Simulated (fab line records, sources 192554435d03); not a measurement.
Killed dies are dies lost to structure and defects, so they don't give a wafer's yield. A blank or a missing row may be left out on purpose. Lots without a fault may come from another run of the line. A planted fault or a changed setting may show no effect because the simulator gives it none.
fab line records | flow n5_finfet
record lots=7 wafers=21 last_day=18
route steps=1938 shown BEOL_M3@968 BEOL_M4@1111
lots that met no fault: from a run of the same line without faults
start_h: hours from the record's first day to the start of the lot's first wafer shown | wait_h: hours since the lot's step before | " the same as in the row above | L1.1+2: a row that stands for several wafers | - no value, or no start given | * or withheld: withheld | < > ~ a bound
route shown NAME@n: a module of which the file shows steps, and the number in the route of the first | usual: mean/standard deviation of fault-free wafers | same: alike in all rows | chamber/n: place in a boat | sites: the reading at each site | _std_site: their standard deviation | _edge_site: outer sites' mean less inner sites' | radius_mm: how far each site lies from the wafer's centre | mask NAME#n: copy n | behind: the tool/chamber that last shaped the wafer | hold: why the lot was held/for how many hours/how that ended | device: the transistor (n, p or np) that didn't switch | end of line: the same wafers' tests at the end of the route | a step without rows: its recipe alone | killed: dies lost to structure and defects at the first sort, not the wafer's yield | map: a wafer's dies, x killed, . not, _ none there
set.NAME: the setting as run; set.NAME@STEP: as run at that earlier step | model.NAME: the simulator's own value behind a step, which no gauge read
lots at some steps of the route; a table a step, a row a wafer
services: from which hour (start_h, from the record's first day; less than 0 if before it) a tool's chamber was out of use, for how many hours, and why
## steps
# step N5_BEOL_M3_INSPECT_30
# recipe mode=adi inspect_instrument=brightfield
# usual raw_defect_count=384/86
# columns lot.wafer tool chamber start_h wait_h raw_defect_count
L823.1 defect_inspect-02 - 146.92 0.1 456
L823.4 " - " " 494
L823.6 " - " " 499
L839.2 defect_inspect-01 - 250.00 0.0 523
L839.5 " - " " 290
L839.6 " - " " 307
L840.3 defect_inspect-02 - 254.16 0.0 328
L840.4 " - " " 317
L840.6 " - " " 283
L841.4 defect_inspect-01 - 258.60 0.0 294
L841.5 " - " " 362
L841.6 " - " " 310
L842.2 defect_inspect-02 - 283.84 0.0 347
L842.3 " - " " 475
L842.6 " - " " 405
L845.1 defect_inspect-01 - 295.86 0.1 245
L845.4 " - " " 356
L845.5 " - " " 270
L846.2 defect_inspect-01 - 303.91 0.0 499
L846.3 " - " " 438
L846.4 " - " " 274
# step N5_BEOL_M3_DESCUM_33
# recipe chemistry=O2 time_s=7 source_power_w=50 bias_power_w=20 pressure_mtorr=20 rf_frequency_hz=2.712e+07 temp_c=40 resist=CAR-EUV o2_flow_sccm=225
# step N5_BEOL_M3_ETCH_77
# recipe chemistry=N2/H2 target=underlayer target_depth_a=65 mask_material=CAR-EUV time_s=5.2 ion_energy_ev=200 pressure_mtorr=30 source_w=840 bias_w=150 n2_flow_sccm=200 h2_flow_sccm=200 ends=cleared
# step N5_BEOL_M3_ETCH_69
# recipe chemistry=CF4 target=SiARC target_depth_a=156 mask_material=CAR-EUV time_s=26 ion_energy_ev=80 pressure_mtorr=40 source_w=545 bias_w=36 Ar_flow_sccm=100 cf4_flow_sccm=100 ends=cleared
# usual bias_w=35.99/0.11 drypump_motor_current_A=5.5/0.37 etch_rf_on_time_s=26.2/0.68 oes_product_au=0.64/0.06 rf_fwd_power_W=532.4/2.4 rf_vpp_V=184.0/0.99 showerhead_plenum_p_Torr=2.14/0.05 throttle_valve_pct=15.69/0.18
# columns lot.wafer tool chamber start_h wait_h bias_w drypump_motor_current_A etch_rf_on_time_s oes_product_au rf_fwd_power_W rf_hours_counter_h rf_vpp_V showerhead_plenum_p_Torr throttle_valve_pct
L823.1 rie_diel-03 0 147.01 0.0 36.00 5.4 26.6 0.74 531.7 47 184.6 2.09 15.52
L823.4 " 3 " " 36.01 5.6 25.0 0.66 532.3 150 185.2 2.23 15.92
L823.6 " 0 " " 35.98 5.4 26.5 0.74 533.5 - 182.4 2.09 15.51
L839.2 rie_diel-05 2 250.09 0.0 36.05 5.2 26.1 0.61 530.2 196 182.4 2.12 15.54
L839.5 " 2 " " 36.02 5.3 26.5 0.60 530.7 - 183.8 2.12 15.55
L839.6 " 1 " " 35.98 5.5 27.6 0.58 532.1 - 182.9 2.11 15.75
L840.3 rie_diel-04 0 254.25 0.0 36.15 6.1 25.2 0.63 534.0 209 183.5 2.13 15.74
L840.4 " 2 " " 36.03 6.5 25.6 0.57 531.7 - 183.9 2.03 15.66
L840.6 " 0 " " 35.94 6.2 25.4 0.62 533.1 - 183.8 2.13 15.73
L841.4 rie_diel-03 1 258.68 0.0 36.08 5.1 26.3 0.63 535.9 174 183.8 2.14 15.73
L841.5 " 1 " " 36.04 5.1 26.4 0.63 536.3 - 182.0 2.14 15.73
L841.6 " 0 " " 36.18 5.5 26.3 0.71 531.3 - 183.2 2.08 15.58
L842.2 rie_diel-03 2 283.93 0.0 35.74 5.1 25.8 0.78 531.9 22 184.6 2.19 15.25
L842.3 " 0 " " 36.16 5.5 26.4 0.70 530.0 87 183.2 2.08 15.58
L842.6 " 1 " " 35.99 5.1 26.4 0.62 536.6 - 186.5 2.14 15.74
L845.1 rie_diel-05 1 295.95 0.0 36.16 5.5 27.5 0.58 530.5 217 183.0 2.11 15.77
L845.4 " 2 " " 36.10 5.2 26.5 0.59 533.2 212 184.0 2.12 15.56
L845.5 " 0 " " 36.08 5.8 26.0 0.59 531.1 - 184.3 2.20 15.87
L846.2 rie_diel-03 1 303.99 0.0 36.03 5.1 26.1 0.62 532.9 187 184.0 2.14 15.75
L846.3 " 0 " " 35.78 5.5 26.2 0.69 530.9 93 183.2 2.08 15.60
L846.4 " 2 " " 35.95 5.1 25.8 0.77 530.4 29 185.5 2.19 15.25
# step N5_BEOL_M3_ALD_98
# recipe material=SiO2 target_thk_a=25 temp_c=100 ald_precursor_family=BDEAS ald_co_reactant=O2-plasma pulse_time_s=1 co_reactant_pulse_time_s=1 purge_time_s=2 co_reactant_purge_time_s=2 ald_cycles=17 pressure_torr=2
# usual heater_power_w=76.4/3 precursor_pulse_height_rel=1.001/0.019
# same pulse_time_s=1
# columns lot.wafer tool chamber start_h wait_h heater_power_w precursor_pulse_height_rel
L823.1 ald_sin-04 0 147.09 0.1 74.6 1.001
L823.4 " 1 " " 75.5 0.995
L823.6 " 0 " " 75.0 1.002
L839.2 ald_sin-04 2 250.29 0.2 77.8 0.993
L839.5 " 2 " " 77.1 1.033
L839.6 " 1 " " 76.1 1.001
L840.3 ald_sin-04 0 254.43 0.2 75.2 1.031
L840.4 " 2 " " 77.3 1.000
L840.6 " 1 " " 76.0 0.996
L841.4 ald_sin-03 1 258.77 0.1 81.2 1.042
L841.5 " 2 " " 79.0 1.027
L841.6 " 3 " " 75.8 0.967
L842.2 ald_sin-03 3 284.01 0.1 75.5 0.991
L842.3 " 2 " " 77.8 1.005
L842.6 " 3 " " 76.2 0.991
L845.1 ald_sin-03 0 296.04 0.1 75.6 0.987
L845.4 " 1 " " 79.1 0.993
L845.5 " 0 " " 78.1 1.018
L846.2 ald_sin-04 3 304.35 0.3 76.0 1.022
L846.3 " 1 " " 75.1 0.970
L846.4 " 0 " " 75.9 1.028
# step N5_BEOL_M3_ETCHBACK_99
# recipe chemistry=CHF3 target=SiO2 target_depth_a=50 time_s=10.4 source_w=215 bias_w=47 Ar_flow_sccm=200 CHF3_flow_sccm=12 ion_energy_ev=100 pressure_mtorr=30
# step N5_BEOL_M3_ETCH_70
# recipe chemistry=N2/H2 target=SOC target_depth_a=800 overetch_a=160 mask_material=SiARC temp_c=40 time_s=120 ion_energy_ev=200 pressure_mtorr=30 source_w=840 bias_w=150 n2_flow_sccm=200 h2_flow_sccm=200
# usual bias_w=150.0/0.49 drypump_motor_current_A=5.6/0.47 oes_product_au=0.58/0.055 rf_fwd_power_W=835.7/2.8 rf_vpp_V=523.8/2.1 showerhead_plenum_p_Torr=2.53/0.068 throttle_valve_pct=17.88/0.19
# columns lot.wafer tool chamber start_h wait_h bias_w drypump_motor_current_A oes_product_au rf_fwd_power_W rf_hours_counter_h rf_vpp_V showerhead_plenum_p_Torr throttle_valve_pct
L823.1 rie_diel-04 1 148.94 0.0 149.6 5.5 0.60 837.7 104 524.3 2.55 18.06
L823.4 " 3 " " 149.3 5.0 0.53 835.8 228 522.6 2.49 17.82
L823.6 " 3 " " 149.5 5.0 0.53 838.7 - 523.7 2.49 17.82
L840.3 rie_diel-03 2 257.00 0.0 150.3 5.1 0.71 837.3 15 525.2 2.59 17.37
L840.4 " 3 " " 149.8 5.6 0.56 835.1 182 527.6 2.63 18.08
L840.6 " 0 " " 150.5 5.5 0.63 837.0 - 521.4 2.47 17.86
L839.2 rie_diel-03 2 261.75 0.0 149.9 5.1 0.70 831.4 17 525.4 2.59 17.35
L839.5 " 3 " " 149.7 5.6 0.56 831.2 - 526.8 2.63 18.06
L839.6 " 0 " " 149.9 5.5 0.63 831.9 - 522.5 2.47 17.85
L841.4 rie_diel-03 1 265.88 0.0 150.1 5.1 0.57 834.6 175 523.0 2.51 17.83
L841.5 " 3 " " 150.0 5.6 0.56 836.0 - 526.9 2.63 18.08
L841.6 " 0 " " 149.4 5.5 0.64 836.0 - 522.6 2.47 17.85
L842.2 rie_diel-03 3 294.10 0.0 149.6 5.6 0.55 830.5 192 525.0 2.63 18.10
L842.3 " 0 " " 149.9 5.5 0.63 834.9 90 522.2 2.46 17.88
L842.6 " 3 " " 149.5 5.6 0.56 830.4 - 526.9 2.63 18.08
L845.1 rie_diel-04 1 301.83 0.0 149.8 5.5 0.58 836.7 150 522.5 2.53 18.13
L845.4 " 1 " " 150.0 5.5 0.58 833.9 - 525.1 2.53 18.14
L845.5 " 2 " " 150.5 6.5 0.72 838.1 - 529.1 2.72 17.55
L846.2 rie_diel-04 2 312.97 0.0 150.8 6.6 0.71 836.5 16 529.4 2.72 17.55
L846.3 " 0 " " 150.4 6.2 0.54 832.6 232 522.4 2.52 18.07
L846.4 " 3 " " 150.2 5.0 0.71 838.7 11 523.0 2.47 17.46
# step N5_BEOL_M3_STRIP_71
# recipe chemistry=N2/H2 temp_c=40 n2_flow_sccm=200 h2_flow_sccm=200 rf_frequency_hz=6e+07
# step N5_BEOL_M3_STRIP_78
# recipe chemistry=N2/H2 temp_c=40 n2_flow_sccm=200 h2_flow_sccm=200 rf_frequency_hz=6e+07
# step N5_BEOL_M3_VIA_ETCH_34
# recipe chemistry=C4F6/O2 target_depth_a=694 mask_material=SOC pressure_mtorr=15 ion_energy_ev=250 taper_deg=4 time_s=65.9 source_w=350 bias_w=170 Ar_flow_sccm=300 C4F6_flow_sccm=10 O2_flow_sccm=10
# usual bias_w=170.0/0.57 drypump_motor_current_A=5.6/0.47 oes_f_703_au=0.75/0.068 oes_o_777_au=0.76/0.067 oes_product_au=0.76/0.075 rf_fwd_power_W=347.2/1.3 rf_vpp_V=668/14 showerhead_plenum_p_Torr=2.84/0.073 throttle_valve_pct=30.88/0.15
# columns lot.wafer tool chamber start_h wait_h bias_w drypump_motor_current_A oes_f_703_au oes_o_777_au oes_product_au rf_fwd_power_W rf_hours_counter_h rf_vpp_V showerhead_plenum_p_Torr throttle_valve_pct
L823.1 rie_diel-04 1 149.04 0.0 170.0 5.5 0.80 0.80 0.79 348.3 104 646 2.85 31.00
L823.4 " 3 " " 170.1 5.0 0.69 0.70 0.69 348.8 228 649 2.81 30.94
L823.6 " 3 " " 169.8 5.0 0.69 0.70 0.69 349.5 - 648 2.81 30.96
L840.3 rie_diel-03 2 257.10 0.0 169.4 5.1 0.91 0.91 0.94 347.8 15 669 2.91 30.62
L840.4 " 3 " " 170.6 5.6 0.73 0.73 0.74 344.9 182 688 2.94 31.04
L840.6 " 0 " " 170.0 5.5 0.81 0.81 0.83 346.2 - 661 2.76 30.89
L839.2 rie_diel-03 2 261.85 0.0 170.1 5.1 0.90 0.91 0.94 347.3 17 669 2.91 30.62
L839.5 " 3 " " 170.8 5.6 0.73 0.73 0.75 345.4 - 689 2.94 31.03
L839.6 " 0 " " 170.1 5.5 0.81 0.81 0.83 346.9 - 661 2.76 30.91
L841.4 rie_diel-03 1 265.98 0.0 170.2 5.1 0.72 0.75 0.74 350.6 175 677 2.83 30.92
L841.5 " 3 " " 170.3 5.6 0.73 0.73 0.74 346.5 - 689 2.94 31.06
L841.6 " 0 " " 170.3 5.5 0.81 0.81 0.82 348.5 - 662 2.76 30.90
L842.2 rie_diel-03 3 294.20 0.0 169.7 5.6 0.72 0.72 0.75 347.0 192 689 2.94 31.07
L842.3 " 0 " " 170.2 5.5 0.80 0.80 0.83 344.9 90 662 2.76 30.91
L842.6 " 3 " " 169.1 5.6 0.73 0.72 0.74 346.7 - 689 2.94 31.06
L845.1 rie_diel-04 1 301.93 0.0 170.6 5.5 0.76 0.76 0.73 346.4 150 649 2.83 31.04
L845.4 " 1 " " 169.0 5.5 0.76 0.77 0.73 344.3 - 645 2.83 31.04
L845.5 " 2 " " 170.1 6.6 0.94 0.92 0.95 347.1 - 680 3.04 30.54
L846.2 rie_diel-04 2 313.07 0.0 170.0 6.5 0.92 0.92 0.92 346.3 16 682 3.03 30.54
L846.3 " 0 " " 169.6 6.2 0.71 0.71 0.70 346.1 232 677 2.82 31.04
L846.4 " 3 " " 171.2 5.0 0.93 0.95 0.94 349.6 11 649 2.80 30.82
# step N5_BEOL_M3_STRIP_83
# recipe chemistry=C4F6/O2 resist=SiARC rf_frequency_hz=6e+07
# step N5_BEOL_M3_STRIP_36
# recipe chemistry=N2/H2 power_w=450 temp_c=40 pressure_mtorr=20 rf_frequency_hz=6e+07 overash_fraction=0.3 bias_power_w=7 h2_frac=0.5 n2_flow_sccm=200 h2_flow_sccm=200
# step N5_BEOL_M3_TRENCH_ETCH_37
# recipe chemistry=C4F6/O2 target_depth_a=555.55 target=SiOC time_s=29.2 ion_energy_ev=250 pressure_mtorr=30 source_w=355 bias_w=185 Ar_flow_sccm=300 C4F6_flow_sccm=10 O2_flow_sccm=10
# usual bias_w=185.0/0.6 drypump_motor_current_A=5.6/0.47 oes_f_703_au=0.75/0.068 oes_o_777_au=0.76/0.068 oes_product_au=0.76/0.075 rf_fwd_power_W=350.0/1.5 rf_vpp_V=668/14 showerhead_plenum_p_Torr=2.84/0.073 throttle_valve_pct=20.94/0.18
# columns lot.wafer tool chamber start_h wait_h bias_w drypump_motor_current_A oes_f_703_au oes_o_777_au oes_product_au rf_fwd_power_W rf_hours_counter_h rf_vpp_V showerhead_plenum_p_Torr throttle_valve_pct model.etch.depth_nm model.BEOL_M3.feature_depth_nm model.TiN_of_BEOL_M3_HM_DEP_02.thk_nm
L823.1 rie_diel-04 1 149.14 - 183.5 5.5 0.80 0.80 0.80 350.9 104 647 2.86 21.12 55.56 55.6 17.8
L823.4 " 3 " " 184.4 5.0 0.70 0.70 0.69 350.6 229 649 2.82 21.05 55.41 55.4 17.2
L823.6 " 3 " " 184.7 5.0 0.69 0.70 0.70 351.8 - 651 2.82 21.07 55.23 55.2 17.2
L840.3 rie_diel-03 2 257.20 - 184.8 5.1 0.91 0.91 0.94 351.5 15 669 2.91 20.55 57.3 57.2 17.8
L840.4 " 3 " " 184.9 5.6 0.73 0.73 0.75 348.9 182 689 2.95 21.24 57.86 57.8 17.4
L840.6 " 0 " " 184.2 5.4 0.82 0.80 0.83 348.1 - 662 2.77 20.86 55.97 56 18.2
L839.2 rie_diel-03 2 261.95 - 186.4 5.1 0.60 0.63 0.76 137.5 17 798 2.91 20.51 39.8 39.8 17.6
L839.5 " 3 " " 185.2 5.6 0.48 0.49 0.61 138.2 - 826 2.95 21.21 40.5 40.6 17.8
L839.6 " 0 " " 185.3 5.5 0.55 0.57 0.68 136.0 - 786 2.77 20.84 38.9 38.8 17.8
L841.4 rie_diel-03 1 266.08 - 185.6 5.1 0.50 0.54 0.60 141.3 175 803 2.83 20.89 38.45 38.4 18.8
L841.5 " 3 " " 184.9 5.6 0.49 0.49 0.60 135.3 - 827 2.95 21.20 39.97 40 18.2
L841.6 " 0 " " 184.9 5.5 0.54 0.56 0.67 136.1 - 787 2.77 20.84 38.53 38.6 18.2
L842.2 rie_diel-03 3 294.30 - 184.9 5.6 0.47 0.50 0.60 135.7 192 827 2.94 21.24 39.97 40 18
L842.3 " 0 " " 183.8 5.5 0.54 0.56 0.66 137.4 90 787 2.76 20.86 38.77 38.8 18.4
L842.6 " 3 " " 185.2 5.6 0.47 0.50 0.59 137.4 - 827 2.94 21.22 39.78 39.8 18
L845.1 rie_diel-04 1 302.03 - 184.8 5.6 0.76 0.76 0.75 348.8 150 646 2.84 21.18 54.2 54.2 17.6
L845.4 " 1 " " 185.0 5.5 0.76 0.76 0.74 348.6 - 646 2.84 21.18 53.64 53.6 17.8
L845.5 " 2 " " 185.5 6.5 0.94 0.93 0.95 349.3 - 681 3.04 20.53 56.88 56.8 17.8
L846.2 rie_diel-04 2 313.17 - 185.5 6.6 0.92 0.92 0.93 348.7 16 682 3.04 20.52 55.76 55.8 17.4
L846.3 " 0 " " 185.0 6.1 0.72 0.71 0.71 351.1 233 678 2.83 21.05 56.04 56 17.4
L846.4 " 3 " " 184.7 5.0 0.93 0.95 0.94 352.6 11 649 2.80 20.76 56.09 56 17.6
# step N5_BEOL_M3_ETCH_41
# recipe chemistry=CH3F/O2 target=SiCN target_depth_a=299 taper_deg=2 time_s=52.5 ion_energy_ev=120 mask_material=TiN pressure_mtorr=30 source_w=395 bias_w=75 Ar_flow_sccm=150 CH3F_flow_sccm=30 O2_flow_sccm=20
# step N5_BEOL_M3_STRIP_97
# recipe chemistry=N2/H2 time_s=10 power_w=450 temp_c=40 pressure_mtorr=20 rf_frequency_hz=6e+07 bias_power_w=7 n2_flow_sccm=200 h2_flow_sccm=200
# usual drypump_motor_current_A=5.6/0.47 oes_product_au=0.76/0.076 rf_vpp_V=59.0/0.77 showerhead_plenum_p_Torr=2.53/0.068 throttle_valve_pct=23.72/0.23
# columns lot.wafer tool chamber start_h wait_h drypump_motor_current_A oes_product_au rf_hours_counter_h rf_vpp_V showerhead_plenum_p_Torr throttle_valve_pct
L823.1 rie_diel-04 1 - - 5.5 0.79 104 58.7 2.55 23.88
L823.4 " 3 " " 5.0 0.69 229 58.5 2.48 23.47
L823.6 " 3 " " 5.0 0.69 - 58.5 2.48 23.47
L840.3 rie_diel-03 2 - - 5.1 0.94 15 58.6 2.58 23.21
L840.4 " 3 " " 5.6 0.75 182 59.8 2.63 23.72
L840.6 " 0 " " 5.5 0.85 - 59.4 2.47 23.82
L839.2 rie_diel-03 2 - - 5.1 0.94 17 58.0 2.58 23.22
L839.5 " 3 " " 5.6 0.74 - 60.3 2.63 23.70
L839.6 " 0 " " 5.5 0.84 - 59.1 2.46 23.84
L841.4 rie_diel-03 1 - - 5.1 0.74 175 59.4 2.51 23.66
L841.5 " 3 " " 5.6 0.74 - 59.2 2.63 23.71
L841.6 " 0 " " 5.5 0.83 - 59.7 2.46 23.83
L842.2 rie_diel-03 3 - - 5.6 0.73 192 58.2 2.62 23.72
L842.3 " 0 " " 5.4 0.83 90 59.2 2.46 23.83
L842.6 " 3 " " 5.6 0.73 - 59.6 2.62 23.73
L845.1 rie_diel-04 1 - - 5.5 0.75 150 59.1 2.53 23.93
L845.4 " 1 " " 5.5 0.75 - 60.4 2.53 23.94
L845.5 " 2 " " 6.5 0.93 - 60.6 2.71 23.61
L846.2 rie_diel-04 2 - - 6.6 0.92 16 60.6 2.71 23.59
L846.3 " 0 " " 6.2 0.70 233 58.2 2.51 24.02
L846.4 " 3 " " 5.0 0.94 11 58.5 2.47 23.24
# step N5_BEOL_M3_OCD_MEAS_38
# usual trench_depth_nm=55.5/1.2
# columns lot.wafer tool chamber start_h wait_h trench_depth_nm
L823.1 ocd-01 - 149.29 - 55.5
L823.4 " - " " 55.5
L823.6 " - " " 55.4
L840.3 ocd-02 - 257.35 - 57.1
L840.4 " - " " 58.5
L840.6 " - " " 55.6
L839.2 ocd-02 - 262.10 - 38.8
L839.5 " - " " 40.4
L839.6 " - " " 38.4
L841.4 ocd-01 - 266.24 - 38.4
L841.5 " - " " 40.0
L841.6 " - " " 39.1
L842.2 ocd-02 - 294.46 - 40.2
L842.3 " - " " 38.5
L842.6 " - " " 39.8
L845.1 ocd-01 - 302.18 - 54.2
L845.4 " - " " 53.8
L845.5 " - " " 56.6
L846.2 ocd-01 - 313.32 - 55.9
L846.3 " - " " 56.2
L846.4 " - " " 56.1
# step N5_BEOL_M3_HM_STRIP_39
# recipe chemistry=peroxide_tin_strip material=TiN target_depth_a=250 temp_c=50 time_s=158
# step N5_BEOL_M4_RC_MEAS_101
# usual DIBL_N=36.2/1.6 DIBL_P=36.1/2 IOFF_N=0.16/0.032 IOFF_P=0.22/0.036 ION_N=672/11 ION_P=463/7.5 SS_N=71.4/0.58 SS_P=73.2/0.67 VT_N=250/3.3 VT_P=-250/3.3
# columns lot.wafer tool chamber start_h wait_h DIBL_N[mV/V] DIBL_P[mV/V] IOFF_N[nA/um] IOFF_P[nA/um] ION_N[uA/um] ION_P[uA/um] SS_N[mV/dec] SS_P[mV/dec] VT_N[mV] VT_P[mV]
L823.1 prober-02 0 172.82 0.0 37.3 39.4 0.17 0.19 680 459 71.3 73.7 249 -252
L823.4 " 0 " " 37.8 39.4 0.17 0.19 680 452 71.4 73.7 251 -253
L823.6 " 0 " " 36.9 37.5 0.14 0.17 659 448 71.0 73.1 254 -257
L840.3 prober-02 0 273.44 0.3 36.3 37.0 0.14 0.22 652 458 71.4 73.1 257 -250
L840.4 " 0 " " 37.3 38.3 0.16 0.23 672 457 71.6 73.0 253 -249
L840.6 " 0 " " 36.4 37.1 0.15 0.22 663 467 71.6 72.8 253 -250
L839.2 prober-02 0 276.62 0.2 35.3 34.4 0.14 0.20 664 457 71.7 73.3 253 -251
L839.5 " 0 " " 34.2 34.1 0.13 0.19 665 459 70.5 73.0 256 -251
L839.6 " 0 " " 32.5 30.8 0.11 0.15 664 451 70.6 71.6 254 -253
L841.4 prober-02 0 286.61 0.5 35.9 37.0 0.17 0.26 681 466 71.5 73.2 247 -246
L841.5 " 0 " " 33.8 34.1 0.13 0.22 665 465 71.0 72.9 252 -248
L841.6 " 0 " " 34.6 34.7 0.16 0.22 689 476 71.1 72.6 249 -248
L842.2 prober-02 0 317.48 0.2 39.6 37.8 0.25 0.23 679 459 73.6 73.9 245 -249
L842.3 " 0 " " 38.6 37.9 0.20 0.24 666 453 72.5 74.0 249 -250
L842.6 " 0 " " 37.0 36.2 0.18 0.20 673 454 72.5 73.8 246 -253
L845.1 prober-02 0 322.86 0.0 35.0 35.9 0.14 0.18 678 465 70.4 72.6 252 -251
L845.4 " 0 " " 35.1 36.2 0.13 0.18 679 464 71.2 72.8 251 -252
L845.5 " 0 " " 36.3 37.7 0.16 0.21 677 467 71.5 72.8 250 -253
L846.2 prober-02 0 340.00 0.2 36.9 38.3 0.17 0.23 675 469 71.6 73.0 249 -251
L846.3 " 0 " " 34.1 34.9 0.12 0.19 668 464 71.0 72.4 254 -252
L846.4 " 0 " " 34.5 35.5 0.14 0.19 671 463 71.1 72.4 250 -250
## services
# columns tool chamber start_h hours kind
ald_sin-04 0 125.72 10.5 repair
rie_diel-04 3 164.80 1.4 repair
rie_diel-03 2 186.93 - clean
rie_diel-03 2 186.93 - consumable_replace:focus_ring
rie_diel-03 2 186.93 16.4 scheduled_down
rie_diel-03 2 186.93 16.4 vent_cycle
rie_diel-03 1 194.09 2.4 repair
rie_diel-04 3 230.43 - clean
rie_diel-04 3 230.43 - consumable_replace:focus_ring
ald_sin-04 1 232.00 10.4 repair
ald_sin-03 - 237.07 0.9 repair
rie_diel-03 1 238.76 4.5 repair
ald_sin-04 3 238.99 12.5 repair
ald_sin-04 3 253.67 21.0 repair
rie_diel-04 2 254.91 - clean
rie_diel-04 2 254.91 - consumable_replace:focus_ring
rie_diel-04 2 254.91 - consumable_replace:showerhead
rie_diel-04 2 254.91 16.8 scheduled_down
rie_diel-04 2 254.91 16.8 vent_cycle
ald_sin-04 1 254.91 9.0 repair
ald_sin-03 2 275.70 5.3 repair
rie_diel-04 3 285.00 27.2 repair
## key
first_sign step=N5_BEOL_M3_TRENCH_ETCH_37 reading=rf_fwd_power_W direction=down sigmas=99+ usual=* struck=*
effect step=N5_BEOL_M3_TRENCH_ETCH_37 reading=rf_vpp_V direction=up sigmas=10 usual=668 struck=808
effect step=N5_BEOL_M3_OCD_MEAS_38 reading=trench_depth_nm direction=down sigmas=14 usual=55.5 struck=39.3
model_effect step=N5_BEOL_M3_TRENCH_ETCH_37 value=etch.depth_nm without=56.08 struck=39.41
met_at N5_BEOL_M3_TRENCH_ETCH_37
struck_wafers L839.2,L839.5,L839.6,L841.4,L841.5,L841.6,L842.2,L842.3,L842.6
rows_end L841.4,L841.5,L841.6,L842.2,L842.3,L842.6
onset_between 257.20 261.95
fault kind=process_parameter_drift tool=rie_diel-03 chamber=- onset_h=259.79 steps=N5_BEOL_M3_TRENCH_ETCH_37 channel=source_w offset=-213 shape=step acts_in=these_recipes_only stated=355
# rows_end: these wafers met a further fault down the route, and their rows from its step on are left out
